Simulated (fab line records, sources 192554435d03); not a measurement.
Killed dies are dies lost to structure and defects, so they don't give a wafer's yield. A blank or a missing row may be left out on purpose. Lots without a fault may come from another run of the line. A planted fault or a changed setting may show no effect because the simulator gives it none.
fab line records | flow n5_finfet
record lots=7 wafers=39
route steps=1938 shown FIN_SAQP@94 FIN_CUT@176 DUMMY_GATE@214 GATE_CUT@469
start_h: hours from the record's first day to the start of the lot's first wafer shown | wait_h: hours since the lot's step before | " the same as in the row above | L1.1+2: a row that stands for several wafers | - no value, or no start given | * or withheld: withheld | < > ~ a bound
route shown NAME@n: a module of which the file shows steps, and the number in the route of the first | usual: mean/standard deviation of fault-free wafers | same: alike in all rows | chamber/n: place in a boat | sites: the reading at each site | _std_site: their standard deviation | _edge_site: outer sites' mean less inner sites' | radius_mm: how far each site lies from the wafer's centre | mask NAME#n: copy n | behind: the tool/chamber that last shaped the wafer | hold: why the lot was held/for how many hours/how that ended | device: the transistor (n, p or np) that didn't switch | end of line: the same wafers' tests at the end of the route | a step without rows: its recipe alone | killed: dies lost to structure and defects at the first sort, not the wafer's yield | map: a wafer's dies, x killed, . not, _ none there
set.NAME: the setting as run; set.NAME@STEP: as run at that earlier step | model.NAME: the simulator's own value behind a step, which no gauge read
lots whose settings were changed on purpose; a table a step, a row a wafer
## steps
# step N5_FIN_SAQP_ALD_61
# recipe material=SiO2 target_thk_a=40 temp_c=300 ald_precursor_family=BDEAS ald_co_reactant=O2-plasma pulse_time_s=1 purge_time_s=2 co_reactant_purge_time_s=2 ald_cycles=43 pressure_torr=2
# columns lot.wafer tool chamber start_h wait_h set.ald_cycles model.SiO2_of_FIN_SAQP_ALD_61.thk_nm
L074.2 ald_sin-02 2 21.41 0.0 43 3.999
L074.3 " 3 " " 43 4.018
L074.6 " 0 " " 43 4.009
L082.1 ald_sin-03 0 68.86 0.0 43 4.006
L082.2 " 2 " " 50 4.657
L082.3 " 3 " " 50 4.645
L082.4 " 1 " " 43 3.988
L082.5 " 1 " " 50 4.656
L082.6 " 0 " " 43 3.996
L088.1 ald_sin-01 1 106.04 1.3 43 4.006
L088.2 " 2 " " 36 3.36
L088.3 " 3 " " 43 3.981
L088.4 " 0 " " 36 3.355
L088.5 " 2 " " 36 3.338
L088.6 " 1 " " 43 4.004
L090.1 ald_sin-03 0 116.37 0.0 43 3.995
L090.2 " 2 " " 48 4.452
L090.3 " 1 " " 48 4.445
L090.4 " 3 " " 43 3.998
L090.5 " 1 " " 43 3.96
L090.6 " 2 " " 48 4.459
L092.1 ald_sin-03 1 129.01 0.3 36 3.32
L092.2 " 2 " " 36 3.343
L092.3 " 0 " " 43 3.988
L092.4 " 3 " " 43 3.976
L092.5 " 3 " " 43 3.99
L092.6 " 2 " " 36 3.345
L093.1 ald_sin-01 3 134.77 0.0 43 3.994
L093.2 " 1 " " 43 4.007
L093.3 " 2 " " 38 3.513
L093.4 " 0 " " 43 3.999
L093.5 " 2 " " 38 3.529
L093.6 " 1 " " 38 3.534
L096.1 ald_sin-03 2 153.02 0.0 50 4.639
L096.2 " 3 " " 43 4.003
L096.3 " 0 " " 50 4.661
L096.4 " 1 " " 43 4.004
L096.5 " 1 " " 50 4.642
L096.6 " 0 " " 43 4.002
# step N5_FIN_CUT_CUT_ETCH_15
# recipe chemistry=HBr/Cl2/O2 target=Si target_depth_a=1000 bt_time_s=10 mask_material=SOC time_s=42.4 ion_energy_ev=* bias_w=* pressure_mtorr=10 icp_w=800 HBr_flow_sccm=150 Cl2_flow_sccm=80 O2_flow_sccm=12
# columns lot.wafer tool chamber start_h wait_h set.target_depth_a model.etch.depth_nm model.FIN_CUT.feature_depth_nm model.SOC_of_FIN_CUT_COAT_18.thk_nm
L074.2 rie_si-05 3 30.07 0.1 1000 102 102 169.2
L074.3 " 2 " " 1000 100.1 100.2 171.2
L074.6 " 0 " " 1000 99.76 99.8 170.4
L082.1 rie_si-03 0 76.31 0.1 920.6 91.82 91.8 172.8
L082.2 " 1 " " 920.6 92.79 92.8 172.6
L082.3 " 3 " " 1000 101.5 101.6 168.4
L082.4 " 2 " " 1000 99.93 100 169.8
L082.5 " 3 " " 920.6 94.04 94 171.2
L082.6 " 0 " " 1000 99.17 99.2 169
L088.1 rie_si-03 0 113.84 0.1 1000 99.35 99.4 171
L088.2 " 3 " " 893 91.02 91 175.2
L088.3 " 2 " " 893 90.28 90.2 174.4
L088.4 " 1 " " 1000 102.2 102.2 169.8
L088.5 " 3 " " 893 91.28 91.2 174.2
L088.6 " 2 " " 1000 100.7 100.8 170.6
L090.1 rie_si-03 1 123.81 0.1 1055 106 106 169.8
L090.2 " 2 " " 1055 106.9 107 169.2
L090.3 " 0 " " 1055 104.9 105 169.6
L090.4 " 3 " " 1000 101.6 101.6 170.4
L090.5 " 2 " " 1000 100.8 100.8 171.4
L090.6 " 3 " " 1000 102.5 102.4 169
L092.1 rie_si-03 0 135.55 0.1 945.1 93.69 93.6 172.8
L092.2 " 1 " " 945.1 95.55 95.6 170.8
L092.3 " 3 " " 1000 101.5 101.4 169.2
L092.4 " 2 " " 1000 101.3 101.4 170.2
L092.5 " 0 " " 945.1 94.01 94 172.2
L092.6 " 3 " " 1000 101.9 101.8 170
L093.1 rie_si-05 1 141.59 0.1 1129 113.8 113.8 163.6
L093.2 " 3 " " 1000 101.2 101.2 168.6
L093.3 " 2 " " 1000 100.8 100.8 169.4
L093.4 " 0 " " 1129 113.2 113.2 164.8
L093.5 " 1 " " 1000 101.4 101.4 169
L093.6 " 2 " " 1129 113.5 113.4 164.6
L096.1 rie_si-03 0 164.46 0.1 1000 99.48 99.4 172.4
L096.2 " 1 " " 947.8 95.38 95.4 172.4
L096.3 " 2 " " 947.8 95.62 95.6 173.6
L096.4 " 3 " " 947.8 96.35 96.4 172.8
L096.5 " 2 " " 1000 100.2 100.2 170.6
L096.6 " 3 " " 1000 101.6 101.6 170.2
# step N5_DUMMY_GATE_ALD_02
# recipe material=SiO2 target_thk_a=20 temp_c=300 ald_precursor_family=BDEAS ald_co_reactant=O2-plasma pulse_time_s=1 pressure_torr=2
# columns lot.wafer tool chamber start_h wait_h set.target_thk_a
L074.2+3+6 ald_sin-04 3,0,2 39.92 0.0 20
L082.1+2+4 ald_sin-03 2,1,3 85.50 0.0 20.86
L082.3+5+6 " 0,1,2 " " 20
L088.1+5+6 ald_sin-03 0,0,3 123.26 0.0 21.55
L088.2+3+4 " 1,3,2 " " 20
L090.1+2+6 ald_sin-03 0,3,3 133.81 0.2 20
L090.3+4+5 " 1,2,2 " " 18.7
L092.1+3+5 ald_sin-02 1,3,0 144.86 0.0 17.77
L092.2+4+6 " 2,0,1 " " 20
L093.1+2+5 ald_sin-02 1,0,1 150.84 0.0 17.43
L093.3+4+6 " 2,3,2 " " 20
L096.1+2+3+4+5+6 ald_sin-04 0,2,1,3,1,2 175.96 0.0 20
# step N5_DUMMY_GATE_ETCH_37
# recipe chemistry=N2/H2 target=SOC target_depth_a=600 overetch_a=300 temp_c=40 ion_energy_ev=200 pressure_mtorr=30 source_w=840 bias_w=150 n2_flow_sccm=200 h2_flow_sccm=200
# usual rf_vpp_V=524.3/1.8
# columns lot.wafer tool chamber start_h wait_h set.source_w rf_vpp_V
L074.2 rie_diel-03 2 50.43 0.0 840 526.7
L074.3 " 1 " " 840 524.3
L074.6 " 1 " " 840 524.6
L082.1 rie_diel-05 2 94.27 0.0 840 522.4
L082.2 " 0 " " 840 523.3
L082.3 " 3 " " 840 524.4
L082.4 " 1 " " 840 523.5
L082.5 " 1 " " 840 522.3
L082.6 " 2 " " 840 523.6
L088.1 rie_diel-05 1 132.23 0.0 840 521.4
L088.2 " 2 " " 840 523.9
L088.3 " 0 " " 840 522.6
L088.4 " 3 " " 840 523.8
L088.5 " 0 " " 840 523.9
L088.6 " 1 " " 840 522.4
L090.1 rie_diel-03 2 142.59 0.0 840 527.6
L090.2 " 0 " " 840 523.5
L090.3 " 1 " " 840 525.4
L090.4 " 3 " " 840 523.7
L090.5 " 1 " " 840 526.1
L090.6 " 2 " " 840 526.7
L092.1 rie_diel-03 0 153.59 0.0 840 524.1
L092.2 " 1 " " 840 524.3
L092.3 " 2 " " 772.6 542.2
L092.4 " 0 " " 840 521.8
L092.5 " 2 " " 772.6 542.1
L092.6 " 1 " " 772.6 539.3
L093.1 rie_diel-05 2 159.95 0.0 768.6 540.4
L093.2 " 0 " " 840 523.3
L093.3 " 3 " " 768.6 540.1
L093.4 " 1 " " 840 521.0
L093.5 " 1 " " 840 521.8
L093.6 " 0 " " 768.6 538.8
L096.1 rie_diel-03 3 184.78 0.0 755.5 543.2
L096.2 " 2 " " 840 527.3
L096.3 " 0 " " 755.5 541.8
L096.4 " 1 " " 755.5 544.8
L096.5 " 1 " " 840 524.8
L096.6 " 2 " " 840 526.2
# step N5_DUMMY_GATE_ETCH_32
# recipe chemistry=CF4 target=SiO2 target_depth_a=35 time_s=3.9 ion_energy_ev=350 pressure_mtorr=10 icp_w=800 bias_w=400 cf4_flow_sccm=80
# columns lot.wafer tool chamber start_h wait_h set.time_s model.etch.depth_nm
L074.2 rie_si-03 1 50.96 0.1 3.9 3.528
L074.3 " 3 " " 3.9 3.561
L074.6 " 2 " " 3.9 3.534
L082.1 rie_si-05 1 94.79 0.1 3.144 2.822
L082.2 " 0 " " 3.9 3.497
L082.3 " 2 " " 3.144 2.85
L082.4 " 3 " " 3.9 3.547
L082.5 " 1 " " 3.9 3.5
L082.6 " 0 " " 3.144 2.812
L088.1 rie_si-03 1 132.76 0.1 3.304 3.016
L088.2 " 0 " " 3.9 3.45
L088.3 " 3 " " 3.9 3.601
L088.4 " 2 " " 3.304 3.004
L088.5 " 0 " " 3.304 2.911
L088.6 " 1 " " 3.9 3.558
L090.1 rie_si-04 1 143.34 0.1 4.315 3.875
L090.2 " 0 " " 3.9 3.563
L090.3 " 3 " " 3.9 3.504
L090.4 " 2 " " 4.315 3.914
L090.5 " 1 " " 3.9 3.508
L090.6 " 2 " " 4.315 3.912
L092.1 rie_si-04 2 154.12 0.1 3.9 3.551
L092.2 " 1 " " 3.9 3.521
L092.3 " 0 " " 3.9 3.556
L092.4 " 3 " " 3.9 3.501
L092.5 " 2 " " 3.9 3.547
L092.6 " 1 " " 3.9 3.523
L093.1 rie_si-03 3 160.74 0.1 2.986 2.697
L093.2 " 2 " " 2.986 2.685
L093.3 " 1 " " 3.9 3.502
L093.4 " 0 " " 3.9 3.417
L093.5 " 0 " " 3.9 3.414
L093.6 " 1 " " 2.986 2.684
L096.1 rie_si-05 3 185.48 0.1 3.9 3.531
L096.2 " 2 " " 4.689 4.191
L096.3 " 1 " " 3.9 3.541
L096.4 " 0 " " 4.689 4.241
L096.5 " 2 " " 4.689 4.24
L096.6 " 3 " " 3.9 3.542
# step N5_DUMMY_GATE_ETCH_44
# recipe chemistry=HBr/O2 over_etch_frac=0.7 target_depth_a=1275 stop_on=SiO2 ion_energy_ev=60 bias_w=20 target=poly-Si mask_material=SiO2 pressure_mtorr=20 icp_w=400 HBr_flow_sccm=120 O2_flow_sccm=10
# columns lot.wafer tool chamber start_h wait_h set.target_depth_a set.target_thk_a@DUMMY_GATE_ALD_02 model.SiO2_of_DUMMY_GATE_ALD_02.thk_nm
L074.2+3+6 rie_si-03 1,3,2 51.05 0.0 1275 20 2
L082.1+4 rie_si-05 1,3 94.88 0.0 1137 20.86 2
L082.2 " 0 " " 1275 20.86 2
L082.3 " 2 " " 1137 20 2
L082.5+6 " 1,0 " " 1275 20 2
L088.1 rie_si-03 1 132.85 0.0 1275 21.55 2.2
L088.2 " 0 " " 1190 20 2
L088.3+4 " 3,2 " " 1275 20 2
L088.5+6 " 0,1 " " 1190 21.55 2.2
L090.1+6 rie_si-04 1,2 143.43 0.0 1275 20 2
L090.2 " 0 " " 1181 20 2
L090.3+4 " 3,2 " " 1181 18.7 1.8
L090.5 " 1 " " 1275 18.7 1.8
L092.1+5 rie_si-04 2 154.20 0.0 1171 17.77 1.8
L092.2+6 " 1 " " 1275 20 2
L092.3 " 0 " " 1275 17.77 1.8
L092.4 " 3 " " 1171 20 2
L093.1+5 rie_si-03 3,0 160.83 0.0 1321 17.43 1.6
L093.2 " 2 " " 1275 17.43 1.8
L093.3+6 " 1 " " 1275 20 2
L093.4 " 0 " " 1321 20 2
L096.1+2+3+4+5+6 rie_si-05 3,2,1,0,2,3 185.57 0.0 1275 20 2
# step N5_GATE_CUT_ETCH_58
# recipe chemistry=CH3F/O2 target=SiNx target_depth_a=170 time_s=128.6 ion_energy_ev=50 pressure_mtorr=30 source_w=415 bias_w=21 Ar_flow_sccm=150 CH3F_flow_sccm=30 O2_flow_sccm=20
# usual rf_vpp_V=99.1/0.94
# columns lot.wafer tool chamber start_h wait_h set.source_w rf_vpp_V
L074.2 rie_diel-03 1 82.54 0.0 415 99.1
L074.3 " 3 " " 415 100.0
L074.6 " 1 " " 415 99.0
L082.1 rie_diel-06 1 126.52 0.0 415 97.9
L082.2 " 2 " " 415 99.3
L082.3 " 3 " " 415 98.4
L082.4 " 3 " " 415 100.5
L082.5 " 1 " " 415 99.2
L082.6 " 2 " " 415 99.5
L088.1 rie_diel-05 2 165.67 0.1 415 97.8
L088.2 " 1 " " 449.7 94.6
L088.3 " 3 " " 449.7 96.2
L088.4 " 0 " " 415 99.4
L088.5 " 3 " " 449.7 95.6
L088.6 " 0 " " 415 98.6
L090.1 rie_diel-03 2 177.59 0.0 340.7 105.8
L090.2 " 3 " " 340.7 105.1
L090.3 " 1 " " 340.7 104.9
L090.4 " 0 " " 415 98.1
L090.5 " 2 " " 415 99.8
L090.6 " 3 " " 415 100.1
L092.1 rie_diel-05 3 187.21 0.2 415 99.3
L092.2 " 2 " " 415 99.4
L092.3 " 0 " " 479.5 94.2
L092.4 " 1 " " 479.5 94.4
L092.5 " 0 " " 415 99.5
L092.6 " 1 " " 479.5 94.6
L093.1 rie_diel-06 2 195.36 0.0 415 99.3
L093.2 " 0 " " 415 98.9
L093.3 " 1 " " 415 99.8
L093.4 " 0 " " 462.4 96.0
L093.5 " 1 " " 462.4 97.3
L093.6 " 2 " " 462.4 96.3
L096.1 rie_diel-06 3 218.47 0.0 394 102.9
L096.2 " 2 " " 415 98.5
L096.3 " 1 " " 415 99.5
L096.4 " 0 " " 394 100.7
L096.5 " 2 " " 394 100.5
L096.6 " 1 " " 415 100.5
## key
split step=N5_FIN_SAQP_ALD_61 setting=ald_cycles stated=43 by=wafer
response step=N5_FIN_SAQP_ALD_61 reading=model.SiO2_of_FIN_SAQP_ALD_61.thk_nm change=+0.04 per=1% r=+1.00
split step=N5_FIN_CUT_CUT_ETCH_15 setting=target_depth_a stated=1000 by=wafer
response step=N5_FIN_CUT_CUT_ETCH_15 reading=model.etch.depth_nm change=+0.951 per=1% r=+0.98
response step=N5_FIN_CUT_CUT_ETCH_15 reading=model.FIN_CUT.feature_depth_nm change=+0.955 per=1% r=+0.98
response step=N5_FIN_CUT_CUT_ETCH_15 reading=model.SOC_of_FIN_CUT_COAT_18.thk_nm change=-0.359 per=1% r=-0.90
split step=N5_DUMMY_GATE_ALD_02 setting=target_thk_a stated=20 by=wafer
response step=N5_DUMMY_GATE_ETCH_44 reading=model.SiO2_of_DUMMY_GATE_ALD_02.thk_nm change=+0.0228 per=1% r=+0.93
split step=N5_DUMMY_GATE_ETCH_37 setting=source_w stated=840 by=wafer
response step=N5_DUMMY_GATE_ETCH_37 reading=rf_vpp_V change=-1.96 per=1% r=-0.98
split step=N5_DUMMY_GATE_ETCH_32 setting=time_s stated=3.9 by=wafer
response step=N5_DUMMY_GATE_ETCH_32 reading=model.etch.depth_nm change=+0.0342 per=1% r=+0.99
split step=N5_DUMMY_GATE_ETCH_44 setting=target_depth_a stated=1275 by=wafer
response none clear
split step=N5_GATE_CUT_ETCH_58 setting=source_w stated=415 by=wafer
response step=N5_GATE_CUT_ETCH_58 reading=rf_vpp_V change=-0.32 per=1% r=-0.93
